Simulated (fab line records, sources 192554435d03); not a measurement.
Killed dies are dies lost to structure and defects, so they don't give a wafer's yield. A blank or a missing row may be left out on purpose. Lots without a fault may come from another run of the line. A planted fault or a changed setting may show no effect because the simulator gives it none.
fab line records | flow n5_finfet
record lots=11 wafers=33 last_day=18
route steps=1938 shown BEOL_M7@1320 BEOL_M8@1335
lots that met no fault: from a run of the same line without faults
start_h: hours from the record's first day to the start of the lot's first wafer shown | wait_h: hours since the lot's step before | " the same as in the row above | L1.1+2: a row that stands for several wafers | - no value, or no start given | * or withheld: withheld | < > ~ a bound
route shown NAME@n: a module of which the file shows steps, and the number in the route of the first | usual: mean/standard deviation of fault-free wafers | same: alike in all rows | chamber/n: place in a boat | sites: the reading at each site | _std_site: their standard deviation | _edge_site: outer sites' mean less inner sites' | radius_mm: how far each site lies from the wafer's centre | mask NAME#n: copy n | behind: the tool/chamber that last shaped the wafer | hold: why the lot was held/for how many hours/how that ended | device: the transistor (n, p or np) that didn't switch | end of line: the same wafers' tests at the end of the route | a step without rows: its recipe alone | killed: dies lost to structure and defects at the first sort, not the wafer's yield | map: a wafer's dies, x killed, . not, _ none there
set.NAME: the setting as run; set.NAME@STEP: as run at that earlier step | model.NAME: the simulator's own value behind a step, which no gauge read
steps of the route over a sample of lots; a table a step, a row a wafer
services: from which hour (start_h, from the record's first day; less than 0 if before it) a tool's chamber was out of use, for how many hours, and why
## steps
# step N5_BEOL_M7_ALD_77
# recipe material=TaN target_thk_a=20 temp_c=275 ald_precursor_family=PDMAT ald_co_reactant=NH3 pressure_torr=3 carrier_flow_sccm=1500 pulse_time_s=2 purge_time_s=3 co_reactant_purge_time_s=2 co_reactant_pulse_time_s=3 ald_cycles=40 precursor_vessel_temp_c=75 precursor_vessel_pressure_torr=26.25 precursor_vessel_carrier_sccm=1000
# usual heater_power_w=414/60
# same ald_cycles=40
# columns lot.wafer tool chamber start_h wait_h heater_power_w since_wet_clean_h
L376.1 ald_metal-03 1 196.45 0.0 367 6013
L376.4 " 2 " " 522 6013
L376.6 " 2 " " 528 -
L378.3 ald_metal-03 1 208.60 0.0 366 6025
L378.4 " 2 " " 510 6025
L378.6 " 3 " " 358 -
L379.3 ald_metal-01 1 216.30 0.0 404 1418
L379.4 " 2 " " 424 1418
L379.6 " 0 " " 447 -
L380.2 ald_metal-02 0 225.03 0.1 412 2965
L380.4 " 1 " " 459 2965
L380.6 " 0 " " 417 -
L383.2 ald_metal-03 3 247.18 0.0 343 6064
L383.4 " 1 " " 371 6064
L383.6 " 0 " " 421 -
L382.1 ald_metal-03 1 266.53 0.0 370 6083
L382.3 " 3 " " 356 6083
L382.6 " 3 " " 343 -
L387.2 ald_metal-02 0 283.18 0.0 399 3023
L387.4 " 3 " " 327 3023
L387.5 " 2 " " 501 -
L391.4 ald_metal-02 0 313.66 0.0 416 3053
L391.5 " 1 " " 452 -
L391.6 " 0 " " 402 -
L390.2 ald_metal-02 3 317.47 0.2 321 3057
L390.5 " 2 " " 476 -
L390.6 " 3 " " 321 -
L397.1 ald_metal-02 1 347.94 0.2 461 3088
L397.3 " 3 " " 314 3088
L397.4 " 2 " " 491 3088
L399.1 ald_metal-01 3 355.97 0.1 347 1557
L399.5 " 0 " " 442 -
L399.6 " 3 " " 350 -
# step N5_BEOL_M7_SURFACE_TREAT_79
# recipe gas=Ar time_s=* ion_energy_ev=* ion_current_ma_cm2=0.5 pressure_mtorr=* ar_flow_sccm=30
# usual throttle_valve_pct=*
# columns lot.wafer tool chamber start_h wait_h throttle_valve_pct
L376.1 pvd_sputter-01 - 196.76 0.2 *
L376.4 " - " " *
L376.6 " - " " *
L378.3 pvd_sputter-03 - 208.88 0.2 *
L378.4 " - " " *
L378.6 " - " " *
L379.3 pvd_sputter-03 - 216.59 0.2 *
L379.4 " - " " *
L379.6 " - " " *
L380.2 pvd_sputter-02 - 225.32 0.2 *
L380.4 " - " " *
L380.6 " - " " *
L383.2 pvd_sputter-02 - 247.52 0.2 *
L383.4 " - " " *
L383.6 " - " " *
L382.1 pvd_sputter-03 - 266.83 0.2 *
L382.3 " - " " *
L382.6 " - " " *
L387.2 pvd_sputter-01 - 283.88 0.6 *
L387.4 " - " " *
L387.5 " - " " *
L391.4 pvd_sputter-02 - 313.94 0.2 *
L391.5 " - " " *
L391.6 " - " " *
L390.2 pvd_sputter-03 - 317.81 0.2 *
L390.5 " - " " *
L390.6 " - " " *
L397.1 pvd_sputter-03 - 348.47 0.4 *
L397.3 " - " " *
L397.4 " - " " *
L399.1 pvd_sputter-03 - 356.52 0.4 *
L399.5 " - " " *
L399.6 " - " " *
# step N5_BEOL_M8_PECVD_70
# recipe material=SiO2 target_thk_a=200 temp_c=400 precursor=TEOS/O2 pressure_torr=5.5 rf_w=450 teos_flow_sccm=53.8 gas=O2 flow_sccm=3000 time_s=22.7
# usual heater_power_w=690/120 showerhead_plenum_p_Torr=8.80/0.061 susceptor_temp_C=400.00/0.22 throttle_valve_pct=21.8/0.81
# columns lot.wafer tool chamber start_h wait_h heater_power_w showerhead_plenum_p_Torr since_wet_clean_h susceptor_temp_C throttle_valve_pct
L376.1 pecvd-04 1 199.56 0.0 672 8.81 1810 399.86 20.8
L376.4 " 2 " " 642 8.76 - 399.87 21.4
L376.6 " 1 " " 665 8.81 - 400.25 20.8
L378.3 pecvd-01 1 210.78 0.1 600 8.72 - 400.21 21.9
L378.4 " 0 " " 804 8.87 - 400.27 22.3
L378.6 " 1 " " 608 8.73 - 400.44 21.6
L379.3 pecvd-02 2 218.58 0.0 782 8.71 531 400.48 22.1
L379.4 " 0 " " 650 8.73 - 399.84 21.0
L379.6 " 2 " " 773 8.72 - 400.09 22.1
L380.2 pecvd-02 2 228.06 0.0 686 8.72 540 400.24 22.2
L380.4 " 1 " " 804 8.82 - 400.08 22.8
L380.6 " 2 " " 686 8.71 - 400.45 22.1
L383.2 pecvd-01 0 249.45 0.0 786 8.87 772 399.98 22.4
L383.4 " 0 " " 775 8.85 - 400.16 22.4
L383.6 " 2 " " 686 8.83 - 399.73 20.1
L382.1 pecvd-02 0 268.94 0.0 658 8.75 1335 399.91 20.9
L382.3 " 1 " " 966 8.81 2060 400.25 22.9
L382.6 " 2 " " 748 8.75 - 399.90 22.4
L387.2 pecvd-04 1 286.14 0.0 634 8.80 1896 400.16 21.2
L387.4 " 2 " " 733 8.76 - 399.57 21.5
L387.5 " 1 " " 632 8.82 - 400.13 20.8
L391.4 pecvd-04 1 316.49 0.1 677 8.83 - 407.54 21.0
L391.5 " 0 " " 599 8.90 - 407.59 22.9
L391.6 " 2 " " 672 8.80 - 407.43 21.6
L390.2 pecvd-04 0 321.00 0.0 588 8.90 1206 407.78 22.8
L390.5 " 0 " " 590 8.90 - 407.94 22.6
L390.6 " 2 " " 755 8.75 - 407.83 21.4
L397.1 pecvd-01 0 351.18 0.0 774 8.86 874 400.11 22.7
L397.3 " 2 " " 705 8.81 117 399.60 20.5
L397.4 " 2 " " 715 8.81 - 399.51 20.7
L399.1 pecvd-02 0 359.36 0.0 587 8.76 1426 400.04 21.0
L399.5 " 0 " " 582 8.75 - 400.10 21.0
L399.6 " 2 " " 709 8.72 - 400.07 22.4
# step N5_BEOL_M8_OVL_MEAS_12
# recipe points_per_wafer=44
# usual M8_OVL=0.4/0.75
# columns lot.wafer tool chamber start_h wait_h M8_OVL[nm]
L376.1 overlay-01 0 204.50 0.0 0.4
L376.4 " 0 " " -0.4
L376.6 " 0 " " 0.1
L378.3 overlay-02 0 214.21 0.0 0.6
L378.4 " 0 " " 0.7
L378.6 " 0 " " -0.5
L379.3 overlay-02 0 219.90 0.0 0.7
L379.4 " 0 " " 1.2
L379.6 " 0 " " 0.8
L380.2 overlay-02 0 228.96 0.0 1.1
L380.4 " 0 " " 0.5
L380.6 " 0 " " 0.5
L383.2 overlay-01 0 250.41 0.0 0.5
L383.4 " 0 " " 0.3
L383.6 " 0 " " -0.4
L382.1 overlay-01 0 270.77 0.0 0.8
L382.3 " 0 " " 2.2
L382.6 " 0 " " 2.1
L387.2 overlay-01 0 287.91 0.0 1.0
L387.4 " 0 " " 0.4
L387.5 " 0 " " 1.3
L391.4 overlay-01 0 317.49 0.0 0.3
L391.5 " 0 " " 0.9
L391.6 " 0 " " 0.8
L390.2 overlay-02 0 323.08 0.0 -1.1
L390.5 " 0 " " 0.0
L390.6 " 0 " " 0.1
L397.1 overlay-02 0 352.09 0.0 0.6
L397.3 " 0 " " -0.2
L397.4 " 0 " " 0.7
L399.1 overlay-01 0 360.43 0.0 0.1
L399.5 " 0 " " 0.0
L399.6 " 0 " " -1.2
## services
# columns tool chamber start_h hours kind
pecvd-04 - 172.67 5.6 repair
ald_metal-03 - 178.80 1.6 repair
ald_metal-02 3 181.73 24.7 repair
ald_metal-02 0 185.49 2.1 repair
pecvd-01 - 190.66 14.6 pm
pvd_sputter-02 - 197.53 7.5 repair
pecvd-01 2 205.26 - clean
pecvd-01 2 205.26 - consumable_replace:showerhead
pecvd-01 2 205.26 29.0 scheduled_down
pecvd-01 2 205.26 29.0 vent_cycle
ald_metal-01 - 223.77 0.7 repair
pecvd-04 2 265.94 2.1 scheduled_down
pecvd-04 0 281.77 3.5 repair
ald_metal-03 - 281.98 0.6 repair
pecvd-02 - 282.92 1.1 repair
pecvd-02 0 299.03 5.5 scheduled_down
pecvd-04 - 299.57 1.2 repair
ald_metal-03 - 315.92 2.8 pm
ald_metal-03 - 332.75 8.7 pm
pecvd-02 0 347.90 2.1 scheduled_down
ald_metal-03 1 355.41 - clean
ald_metal-03 2 355.41 - clean
ald_metal-03 3 355.41 - clean
## key
first_sign step=N5_BEOL_M8_PECVD_70 reading=susceptor_temp_C direction=up sigmas=35 usual=* struck=*
effect none on later readings
met_at N5_BEOL_M8_PECVD_70
struck_lots L390,L391
not_acting_at N5_BEOL_M7_ALD_77,N5_BEOL_M7_SURFACE_TREAT_79,N5_BEOL_M8_OVL_MEAS_12
onset_between 286.14 316.49
fault kind=process_parameter_drift tool=pecvd-04 chamber=- onset_h=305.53 steps=N5_BEOL_M8_PECVD_70 channel=temp_c offset=* shape=step end_h=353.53 acts_in=* stated=*
